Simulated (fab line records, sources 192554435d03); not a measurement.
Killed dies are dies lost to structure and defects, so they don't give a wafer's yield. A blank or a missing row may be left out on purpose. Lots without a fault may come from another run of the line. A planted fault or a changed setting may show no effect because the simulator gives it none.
fab line records | flow n5_finfet
record lots=6 wafers=18 last_day=18
route steps=1938 shown BEOL_M3@968 BEOL_M4@1111
lots that met no fault: from a run of the same line without faults
start_h: hours from the record's first day to the start of the lot's first wafer shown | wait_h: hours since the lot's step before | " the same as in the row above | L1.1+2: a row that stands for several wafers | - no value, or no start given | * or withheld: withheld | < > ~ a bound
route shown NAME@n: a module of which the file shows steps, and the number in the route of the first | usual: mean/standard deviation of fault-free wafers | same: alike in all rows | chamber/n: place in a boat | sites: the reading at each site | _std_site: their standard deviation | _edge_site: outer sites' mean less inner sites' | radius_mm: how far each site lies from the wafer's centre | mask NAME#n: copy n | behind: the tool/chamber that last shaped the wafer | hold: why the lot was held/for how many hours/how that ended | device: the transistor (n, p or np) that didn't switch | end of line: the same wafers' tests at the end of the route | a step without rows: its recipe alone | killed: dies lost to structure and defects at the first sort, not the wafer's yield | map: a wafer's dies, x killed, . not, _ none there
set.NAME: the setting as run; set.NAME@STEP: as run at that earlier step | model.NAME: the simulator's own value behind a step, which no gauge read
lots at some steps of the route; a table a step, a row a wafer
services: from which hour (start_h, from the record's first day; less than 0 if before it) a tool's chamber was out of use, for how many hours, and why
## steps
# step N5_BEOL_M3_INSPECT_30
# recipe mode=adi inspect_instrument=brightfield
# usual raw_defect_count=415/96
# columns lot.wafer tool chamber start_h wait_h raw_defect_count
L115.2 defect_inspect-01 - 146.71 0.0 324
L115.3 " - " " 398
L115.5 " - " " 451
L118.1 defect_inspect-01 - 166.43 0.1 459
L118.2 " - " " 290
L118.5 " - " " 369
L129.1 defect_inspect-01 - 268.38 0.1 471
L129.3 " - " " 388
L129.4 " - " " 353
L132.4 defect_inspect-01 - 274.94 0.0 379
L132.5 " - " " 511
L132.6 " - " " 535
L137.1 defect_inspect-02 - 281.15 0.1 306
L137.3 " - " " 351
L137.5 " - " " 364
L138.2 defect_inspect-01 - 300.99 0.0 363
L138.3 " - " " 546
L138.4 " - " " 430
# step N5_BEOL_M3_DESCUM_33
# recipe chemistry=O2 time_s=7 source_power_w=50 bias_power_w=20 pressure_mtorr=20 rf_frequency_hz=2.712e+07 temp_c=40 resist=CAR-EUV o2_flow_sccm=225
# step N5_BEOL_M3_ETCH_77
# recipe chemistry=N2/H2 target=underlayer target_depth_a=65 mask_material=CAR-EUV time_s=5.2 ion_energy_ev=200 pressure_mtorr=30 source_w=840 bias_w=150 n2_flow_sccm=200 h2_flow_sccm=200 ends=cleared
# usual chamber_pressure_mTorr=30.00/0.043 drypump_motor_current_A=5.8/0.7 etch_rf_on_time_s=5.29/0.13 oes_product_au=0.65/0.051 rf_fwd_power_W=819.5/2.7 rf_vpp_V=523.3/2.4 showerhead_plenum_p_Torr=2.52/0.075 throttle_valve_pct=17.76/0.21
# columns lot.wafer tool chamber start_h wait_h chamber_pressure_mTorr drypump_motor_current_A etch_rf_on_time_s oes_product_au rf_fwd_power_W rf_hours_counter_h rf_vpp_V showerhead_plenum_p_Torr throttle_valve_pct
L115.2 rie_diel-01 0 146.77 0.0 29.96 5.6 5.08 0.69 818.9 113 525.3 2.56 17.81
L115.3 " 1 " " 29.93 4.9 5.28 0.61 820.9 187 521.7 2.41 17.89
L115.5 " 1 " " 30.05 4.9 5.35 0.60 815.4 - 519.4 2.41 17.92
L118.1 rie_diel-01 0 166.50 0.0 30.06 5.6 5.14 0.69 820.3 119 523.1 2.56 17.80
L118.2 " 2 " " 29.96 5.2 5.37 0.62 823.6 155 524.5 2.54 17.59
L118.5 " 1 " " 29.93 4.9 5.38 0.59 820.2 - 517.9 2.41 17.91
L129.1 rie_diel-04 0 268.45 0.0 30.03 5.4 5.47 0.60 818.4 213 527.9 2.63 17.85
L129.3 " 3 " " 29.99 6.8 5.23 0.68 818.7 87 522.6 2.46 17.83
L129.4 " 1 " " 30.03 4.7 5.20 0.61 824.1 184 526.2 2.65 17.89
L132.4 rie_diel-03 0 275.01 0.0 30.02 6.4 5.50 0.64 823.7 115 525.4 2.56 17.75
L132.5 " 1 " " 30.02 5.3 5.19 0.71 817.6 - 525.0 2.57 17.28
L132.6 " 2 " " 29.93 6.6 5.23 0.63 815.3 - 520.8 2.41 17.98
L137.1 rie_diel-03 1 281.23 0.0 30.00 5.3 5.28 0.69 821.9 72 524.3 2.57 17.30
L137.3 " 0 " " 30.01 6.4 5.56 0.65 817.1 116 523.8 2.56 17.76
L137.5 " 1 " " 30.05 5.3 5.31 0.69 821.1 - 523.5 2.57 17.31
L138.2 rie_diel-03 2 301.06 0.0 29.96 6.6 5.27 0.62 820.5 208 518.8 2.41 17.98
L138.3 " 3 " " 30.05 6.4 5.15 0.60 819.0 234 525.2 2.51 18.05
L138.4 " 3 " " 30.05 6.5 5.16 0.60 817.7 - 524.3 2.51 18.03
# step N5_BEOL_M3_ETCH_69
# recipe chemistry=CF4 target=SiARC target_depth_a=156 mask_material=CAR-EUV time_s=26 ion_energy_ev=80 pressure_mtorr=40 source_w=545 bias_w=36 Ar_flow_sccm=100 cf4_flow_sccm=100 ends=cleared
# usual chamber_pressure_mTorr=40.00/0.036 drypump_motor_current_A=5.8/0.7 etch_rf_on_time_s=26.4/0.67 oes_product_au=0.65/0.051 rf_fwd_power_W=532.1/2 rf_vpp_V=184.0/1 showerhead_plenum_p_Torr=2.12/0.054 throttle_valve_pct=15.53/0.19
# columns lot.wafer tool chamber start_h wait_h chamber_pressure_mTorr drypump_motor_current_A etch_rf_on_time_s oes_product_au rf_fwd_power_W rf_hours_counter_h rf_vpp_V showerhead_plenum_p_Torr throttle_valve_pct
L115.2 rie_diel-01 0 146.79 0.0 40.00 5.6 25.6 0.69 536.0 113 183.3 2.17 15.74
L115.3 " 1 " " 40.02 4.9 27.2 0.60 534.6 187 181.9 2.04 15.65
L115.5 " 1 " " 40.01 4.9 27.1 0.60 532.7 - 183.4 2.04 15.66
L118.1 rie_diel-01 0 166.51 0.0 39.99 5.6 25.2 0.69 532.9 119 185.1 2.17 15.74
L118.2 " 2 " " 39.92 5.2 27.0 0.61 528.0 155 183.6 2.15 15.37
L118.5 " 1 " " 39.99 4.9 26.7 0.61 529.3 - 185.3 2.04 15.67
L129.1 rie_diel-04 0 268.46 0.0 39.99 5.3 26.5 0.60 531.0 213 186.1 2.19 15.55
L129.3 " 3 " " 39.95 6.8 26.0 0.69 533.0 87 184.9 2.09 15.54
L129.4 " 1 " " 39.99 4.7 25.7 0.62 533.9 184 185.4 2.21 15.49
L132.4 rie_diel-03 0 275.02 0.0 39.98 6.4 27.6 0.66 531.7 115 184.0 2.14 15.42
L132.5 " 1 " " 40.07 5.3 26.1 0.70 533.8 - 184.0 2.17 15.17
L132.6 " 2 " " 40.05 6.6 25.9 0.63 529.3 - 183.9 2.04 15.74
L137.1 rie_diel-03 1 281.25 0.0 40.03 5.3 26.3 0.70 532.5 72 183.6 2.17 15.18
L137.3 " 0 " " 39.96 6.4 28.0 0.64 530.2 116 185.2 2.14 15.43
L137.5 " 1 " " 40.01 5.3 26.4 0.69 530.6 - 184.1 2.17 15.17
L138.2 rie_diel-03 2 301.07 0.0 39.98 6.6 26.2 0.63 531.0 208 182.2 2.04 15.77
L138.3 " 3 " " 39.93 6.4 25.7 0.61 531.9 234 183.5 2.10 15.73
L138.4 " 3 " " 40.00 6.4 25.5 0.61 532.0 - 182.5 2.10 15.73
# step N5_BEOL_M3_ALD_98
# recipe material=SiO2 target_thk_a=25 temp_c=100 ald_precursor_family=BDEAS ald_co_reactant=O2-plasma pulse_time_s=1 co_reactant_pulse_time_s=1 purge_time_s=2 co_reactant_purge_time_s=2 ald_cycles=17 pressure_torr=2
# step N5_BEOL_M3_ETCHBACK_99
# recipe chemistry=CHF3 target=SiO2 target_depth_a=50 time_s=10.4 source_w=215 bias_w=47 Ar_flow_sccm=200 CHF3_flow_sccm=12 ion_energy_ev=100 pressure_mtorr=30
# usual chamber_pressure_mTorr=29.998/0.025 drypump_motor_current_A=5.9/0.67 oes_product_au=0.77/0.058 rf_vpp_V=239/5.5 showerhead_plenum_p_Torr=2.12/0.054 throttle_valve_pct=16.97/0.2
# columns lot.wafer tool chamber start_h wait_h chamber_pressure_mTorr drypump_motor_current_A oes_product_au rf_hours_counter_h rf_vpp_V showerhead_plenum_p_Torr throttle_valve_pct
L115.2 rie_diel-03 1 149.51 2.6 30.037 5.3 0.86 36 236 2.19 16.57
L115.3 " 2 " " 30.005 6.6 0.76 166 229 2.06 17.13
L115.5 " 3 " " 30.042 6.5 0.74 - 233 2.12 17.03
L118.1 rie_diel-01 2 167.32 0.7 29.976 5.2 0.72 155 243 2.16 16.84
L118.2 " 1 " " 29.998 4.9 0.71 193 245 2.05 17.12
L118.5 " 2 " " 29.981 5.2 0.72 - 245 2.16 16.84
L129.1 rie_diel-01 1 273.76 5.2 29.933 4.8 0.69 224 243 2.04 17.18
L129.3 " 3 " " 30.020 6.4 0.83 64 235 2.11 17.04
L129.4 " 2 " " 29.995 5.2 0.70 190 242 2.15 16.90
L132.4 rie_diel-01 2 278.26 3.0 29.983 5.2 0.69 191 243 2.15 16.91
L132.5 " 0 " " 29.984 5.6 0.79 - 241 2.17 17.23
L132.6 " 1 " " 29.984 4.9 0.68 - 245 2.04 17.18
L137.1 rie_diel-04 2 283.52 2.0 29.990 6.5 0.83 46 246 2.10 16.76
L137.3 " 0 " " 30.007 5.4 0.69 218 248 2.20 16.98
L137.5 " 2 " " 30.035 6.5 0.82 - 246 2.10 16.74
L138.2 rie_diel-03 3 307.41 6.1 29.958 6.5 0.71 236 233 2.10 17.08
L138.3 " 0 " " 30.004 6.4 0.75 125 238 2.14 16.82
L138.4 " 1 " " 30.020 5.4 0.80 76 236 2.18 16.65
# step N5_BEOL_M3_ETCH_70
# recipe chemistry=N2/H2 target=SOC target_depth_a=800 overetch_a=160 mask_material=SiARC temp_c=40 time_s=120 ion_energy_ev=200 pressure_mtorr=30 source_w=840 bias_w=150 n2_flow_sccm=200 h2_flow_sccm=200
# step N5_BEOL_M3_STRIP_71
# recipe chemistry=N2/H2 temp_c=40 n2_flow_sccm=200 h2_flow_sccm=200 rf_frequency_hz=6e+07
# step N5_BEOL_M3_STRIP_78
# recipe chemistry=N2/H2 temp_c=40 n2_flow_sccm=200 h2_flow_sccm=200 rf_frequency_hz=6e+07
# step N5_BEOL_M3_VIA_ETCH_34
# recipe chemistry=C4F6/O2 target_depth_a=694 mask_material=SOC pressure_mtorr=15 ion_energy_ev=250 taper_deg=4 time_s=65.9 source_w=350 bias_w=170 Ar_flow_sccm=300 C4F6_flow_sccm=10 O2_flow_sccm=10
# step N5_BEOL_M3_STRIP_83
# recipe chemistry=C4F6/O2 resist=SiARC rf_frequency_hz=6e+07
# step N5_BEOL_M3_STRIP_36
# recipe chemistry=N2/H2 power_w=450 temp_c=40 pressure_mtorr=20 rf_frequency_hz=6e+07 overash_fraction=0.3 bias_power_w=7 h2_frac=0.5 n2_flow_sccm=200 h2_flow_sccm=200
# usual chamber_pressure_mTorr=20.00/0.03 drypump_motor_current_A=5.9/0.67 oes_product_au=0.77/0.059 rf_vpp_V=58.8/1.3 showerhead_plenum_p_Torr=2.50/0.07 throttle_valve_pct=23.51/0.28
# columns lot.wafer tool chamber start_h wait_h chamber_pressure_mTorr drypump_motor_current_A oes_product_au rf_hours_counter_h rf_vpp_V showerhead_plenum_p_Torr throttle_valve_pct
L115.2 rie_diel-03 1 149.71 0.0 19.97 5.3 0.86 36 58.0 2.58 22.91
L115.3 " 2 " " 20.02 6.6 0.78 166 56.9 2.42 23.66
L115.5 " 3 " " 19.99 6.5 0.73 - 58.2 2.53 23.84
L118.1 rie_diel-01 2 167.52 0.0 20.04 5.2 0.73 156 59.2 2.54 23.39
L118.2 " 1 " " 20.02 4.8 0.70 193 59.2 2.40 23.67
L118.5 " 2 " " 20.07 5.2 0.71 - 58.5 2.54 23.38
L129.1 rie_diel-01 1 273.95 0.0 20.00 4.9 0.69 224 58.8 2.39 23.69
L129.3 " 3 " " 19.98 6.4 0.84 64 57.8 2.48 23.65
L129.4 " 2 " " 19.98 5.2 0.71 190 58.8 2.52 23.44
L132.4 rie_diel-01 2 278.46 0.0 20.00 5.2 0.69 191 58.4 2.52 23.42
L132.5 " 0 " " 20.00 5.6 0.78 - 60.5 2.54 23.49
L132.6 " 1 " " 20.02 4.9 0.68 - 58.1 2.39 23.72
L137.1 rie_diel-04 2 283.72 0.0 19.96 6.5 0.85 46 60.5 2.46 23.02
L137.3 " 0 " " 19.99 5.4 0.70 218 59.6 2.63 23.51
L137.5 " 2 " " 20.00 6.5 0.85 - 60.9 2.46 23.07
L138.2 rie_diel-03 3 307.60 0.0 20.02 6.4 0.71 236 59.7 2.51 23.89
L138.3 " 0 " " 19.98 6.4 0.79 125 58.0 2.55 23.59
L138.4 " 1 " " 20.08 5.3 0.81 76 56.1 2.56 22.95
# step N5_BEOL_M3_TRENCH_ETCH_37
# recipe chemistry=C4F6/O2 target_depth_a=555.55 target=SiOC time_s=29.2 ion_energy_ev=250 pressure_mtorr=30 source_w=355 bias_w=185 Ar_flow_sccm=300 C4F6_flow_sccm=10 O2_flow_sccm=10
# usual chamber_pressure_mTorr=29.996/0.028 drypump_motor_current_A=5.9/0.67 oes_f_703_au=0.77/0.057 oes_o_777_au=0.77/0.061 oes_product_au=0.77/0.057 rf_fwd_power_W=349.1/2.2 rf_vpp_V=660/15 showerhead_plenum_p_Torr=2.81/0.069 throttle_valve_pct=20.74/0.21
# columns lot.wafer tool chamber start_h wait_h chamber_pressure_mTorr drypump_motor_current_A oes_f_703_au oes_o_777_au oes_product_au rf_fwd_power_W rf_hours_counter_h rf_vpp_V showerhead_plenum_p_Torr throttle_valve_pct model.BEOL_M3.feature_depth_nm model.etch.depth_nm
L115.2 rie_diel-03 1 149.75 - 30.024 5.4 0.86 0.85 0.86 346.7 36 655 2.90 20.34 55.6 55.51
L115.3 " 2 " " 29.993 6.6 0.78 0.79 0.76 349.5 166 636 2.72 20.89 55.4 55.32
L115.5 " 3 " " 29.976 6.5 0.73 0.74 0.73 348.0 - 644 2.80 20.73 55.8 55.89
L118.1 rie_diel-01 2 167.56 - 29.998 5.2 0.72 0.70 0.72 349.5 156 675 2.86 20.61 53.8 53.72
L118.2 " 1 " " 29.964 4.8 0.69 0.69 0.70 347.7 193 674 2.72 20.88 54.2 54.27
L118.5 " 2 " " 29.977 5.2 0.72 0.69 0.72 351.4 - 675 2.86 20.59 53.4 53.48
L129.1 rie_diel-01 1 273.99 - 29.954 4.9 0.86 0.85 0.72 430.6 224 605 2.70 20.94 58.2 58.3
L129.3 " 3 " " 29.986 6.4 1.07 1.06 0.87 436.1 64 585 2.79 20.86 58.8 58.78
L129.4 " 2 " " 29.952 5.2 0.88 0.85 0.73 435.3 190 605 2.84 20.65 58.2 58.11
L132.4 rie_diel-01 2 278.50 - 29.970 5.2 0.89 0.84 0.72 435.7 191 606 2.84 20.67 58.2 58.3
L132.5 " 0 " " 29.994 5.6 1.01 1.00 0.83 438.6 - 596 2.87 21.03 61.4 61.32
L132.6 " 1 " " 30.047 4.9 0.86 0.85 0.71 431.5 - 604 2.70 20.94 58.2 58.2
L137.1 rie_diel-04 2 283.76 - 30.041 6.5 0.81 0.83 0.84 349.8 46 682 2.78 20.54 54.4 54.36
L137.3 " 0 " " 29.979 5.4 0.69 0.69 0.70 349.3 218 685 2.91 20.68 54 54.01
L137.5 " 2 " " 29.957 6.5 0.81 0.83 0.84 349.0 - 680 2.78 20.54 54.8 54.71
L138.2 rie_diel-03 3 307.64 - 29.991 6.4 0.71 0.71 0.70 345.7 236 644 2.78 20.80 55.6 55.54
L138.3 " 0 " " 29.952 6.4 0.74 0.76 0.75 350.8 125 661 2.83 20.56 53.2 53.12
L138.4 " 1 " " 29.996 5.3 0.81 0.80 0.80 349.2 76 654 2.88 20.42 54.8 54.89
# step N5_BEOL_M3_ETCH_41
# recipe chemistry=CH3F/O2 target=SiCN target_depth_a=299 taper_deg=2 time_s=52.5 ion_energy_ev=120 mask_material=TiN pressure_mtorr=30 source_w=395 bias_w=75 Ar_flow_sccm=150 CH3F_flow_sccm=30 O2_flow_sccm=20
# usual chamber_pressure_mTorr=30.002/0.027 drypump_motor_current_A=5.9/0.67 oes_product_au=0.77/0.057 rf_fwd_power_W=390.4/1.9 rf_vpp_V=296.8/1.4 showerhead_plenum_p_Torr=1.97/0.051 throttle_valve_pct=16.23/0.2
# columns lot.wafer tool chamber start_h wait_h chamber_pressure_mTorr drypump_motor_current_A oes_product_au rf_fwd_power_W rf_hours_counter_h rf_vpp_V showerhead_plenum_p_Torr throttle_valve_pct
L115.2 rie_diel-03 1 - - 30.013 5.4 0.86 388.6 36 297.9 2.04 15.81
L115.3 " 2 " " 30.025 6.6 0.77 389.7 166 296.6 1.91 16.37
L115.5 " 3 " " 30.057 6.4 0.74 387.3 - 296.4 1.97 16.30
L118.1 rie_diel-01 2 - - 30.016 5.2 0.72 390.6 156 296.2 2.01 16.09
L118.2 " 1 " " 30.054 4.9 0.71 390.1 193 295.1 1.91 16.38
L118.5 " 2 " " 29.961 5.2 0.72 391.4 - 297.5 2.00 16.07
L129.1 rie_diel-01 1 - - 29.952 4.9 0.68 388.9 224 293.9 1.90 16.44
L129.3 " 3 " " 29.987 6.4 0.82 391.3 64 295.9 1.95 16.24
L129.4 " 2 " " 29.982 5.2 0.69 391.5 190 294.9 1.99 16.14
L132.4 rie_diel-01 2 - - 29.960 5.2 0.70 391.5 191 295.4 1.99 16.13
L132.5 " 0 " " 30.011 5.6 0.79 394.3 - 297.8 2.01 16.47
L132.6 " 1 " " 30.054 4.9 0.69 387.6 - 295.9 1.90 16.45
L137.1 rie_diel-04 2 - - 29.994 6.5 0.84 392.0 46 297.1 1.95 16.04
L137.3 " 0 " " 30.009 5.4 0.70 391.5 218 298.6 2.05 16.29
L137.5 " 2 " " 30.017 6.5 0.84 391.9 - 295.4 1.95 16.02
L138.2 rie_diel-03 3 - - 30.000 6.4 0.70 388.9 236 298.3 1.96 16.35
L138.3 " 0 " " 29.972 6.4 0.75 391.9 125 298.0 1.99 16.13
L138.4 " 1 " " 29.995 5.3 0.80 389.5 76 297.2 2.02 15.88
# step N5_BEOL_M3_STRIP_97
# recipe chemistry=N2/H2 time_s=10 power_w=450 temp_c=40 pressure_mtorr=20 rf_frequency_hz=6e+07 bias_power_w=7 n2_flow_sccm=200 h2_flow_sccm=200
# step N5_BEOL_M3_OCD_MEAS_38
# usual trench_depth_nm=54.8/1
# columns lot.wafer tool chamber start_h wait_h trench_depth_nm
L115.2 ocd-02 - 149.91 - 55.4
L115.3 " - " " 55.7
L115.5 " - " " 55.8
L118.1 ocd-02 - 167.72 - 54.0
L118.2 " - " " 54.4
L118.5 " - " " 53.6
L129.1 ocd-02 - 274.15 - 58.4
L129.3 " - " " 58.7
L129.4 " - " " 58.7
L132.4 ocd-02 - 278.66 - 58.5
L132.5 " - " " 61.1
L132.6 " - " " 58.0
L137.1 ocd-02 - 283.91 - 54.6
L137.3 " - " " 53.5
L137.5 " - " " 54.5
L138.2 ocd-02 - 307.80 - 55.7
L138.3 " - " " 53.3
L138.4 " - " " 55.0
# step N5_BEOL_M3_HM_STRIP_39
# recipe chemistry=peroxide_tin_strip material=TiN target_depth_a=250 temp_c=50 time_s=158
# step N5_BEOL_M4_RC_MEAS_101
# usual DIBL_N=36.3/2 DIBL_P=36.3/2.4 IOFF_N=0.16/0.034 IOFF_P=0.21/0.035 ION_N=672/12 ION_P=459/6.5 SS_N=71.6/0.67 SS_P=73.3/0.71 VT_N=250/3.5 VT_P=-251/3
# columns lot.wafer tool chamber start_h wait_h DIBL_N[mV/V] DIBL_P[mV/V] IOFF_N[nA/um] IOFF_P[nA/um] ION_N[uA/um] ION_P[uA/um] SS_N[mV/dec] SS_P[mV/dec] VT_N[mV] VT_P[mV]
L115.2 prober-02 0 168.59 0.2 39.1 37.4 0.18 0.24 670 462 72.4 72.9 248 -247
L115.3 " 0 " " 35.9 33.7 0.13 0.18 685 467 70.7 73.0 252 -249
L115.5 " 0 " " 34.6 32.9 0.11 0.17 648 453 70.7 72.7 255 -252
L118.1 prober-02 0 184.66 0.0 33.2 31.9 0.11 0.14 658 449 70.6 71.5 254 -256
L118.2 " 0 " " 32.4 31.4 0.10 0.14 661 463 70.6 72.0 255 -257
L118.5 " 0 " " 34.3 33.2 0.13 0.16 681 466 71.1 72.6 254 -253
L129.1 prober-01 0 288.20 0.0 39.1 37.0 0.20 0.22 677 455 71.3 74.1 246 -250
L129.3 " 0 " " 37.6 37.0 0.17 0.23 691 475 71.6 73.3 250 -248
L129.4 " 0 " " 36.3 34.6 0.13 0.18 668 454 71.3 72.6 252 -253
L132.4 prober-02 0 293.75 0.5 39.2 39.7 0.19 0.25 688 469 72.0 74.3 246 -248
L132.5 " 0 " " 39.5 39.5 0.21 0.25 688 467 72.1 73.6 247 -248
L132.6 " 0 " " 38.6 39.2 0.18 0.24 676 461 71.6 73.6 247 -246
L137.1 prober-02 0 313.61 0.0 36.3 35.7 0.15 0.19 676 459 71.8 73.6 250 -250
L137.3 " 0 " " 37.1 37.6 0.19 0.22 690 469 71.8 74.6 248 -247
L137.5 " 0 " " 37.9 38.6 0.20 0.23 691 467 72.2 74.5 247 -248
L138.2 prober-01 0 326.54 0.2 38.5 39.2 0.23 0.26 693 467 72.8 73.9 242 -247
L138.3 " 0 " " 37.8 38.4 0.23 0.26 685 459 72.2 73.7 243 -247
L138.4 " 0 " " 38.6 39.4 0.23 0.26 686 460 71.8 74.3 244 -245
## services
# columns tool chamber start_h hours kind
rie_diel-01 1 136.98 6.2 repair
rie_diel-04 3 157.82 7.7 repair
rie_diel-01 3 159.74 5.1 repair
rie_diel-04 0 164.51 10.8 repair
rie_diel-01 0 192.03 15.2 repair
rie_diel-01 3 199.51 13.7 repair
rie_diel-01 1 203.97 4.9 repair
rie_diel-01 3 233.71 4.6 repair
rie_diel-03 - 247.81 0.9 repair
rie_diel-03 1 292.57 11.4 repair
rie_diel-04 - 307.34 1.1 repair
## key
first_sign step=N5_BEOL_M3_TRENCH_ETCH_37 reading=rf_fwd_power_W direction=up sigmas=39 usual=* struck=*
effect step=N5_BEOL_M3_TRENCH_ETCH_37 reading=rf_vpp_V direction=down sigmas=4.1 usual=660 struck=600
effect step=N5_BEOL_M3_OCD_MEAS_38 reading=trench_depth_nm direction=up sigmas=4.1 usual=54.8 struck=58.9
model_effect step=N5_BEOL_M3_TRENCH_ETCH_37 value=BEOL_M3.feature_depth_nm without=54.1 struck=58.83
met_at N5_BEOL_M3_TRENCH_ETCH_37
struck_wafers L129.1,L129.3,L129.4,L132.4,L132.5,L132.6
onset_between 167.56 273.99
fault kind=process_parameter_drift tool=rie_diel-01 chamber=- onset_h=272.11 steps=N5_BEOL_M3_TRENCH_ETCH_37 channel=source_w offset=85.2 shape=step end_h=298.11 acts_in=these_recipes_only stated=355
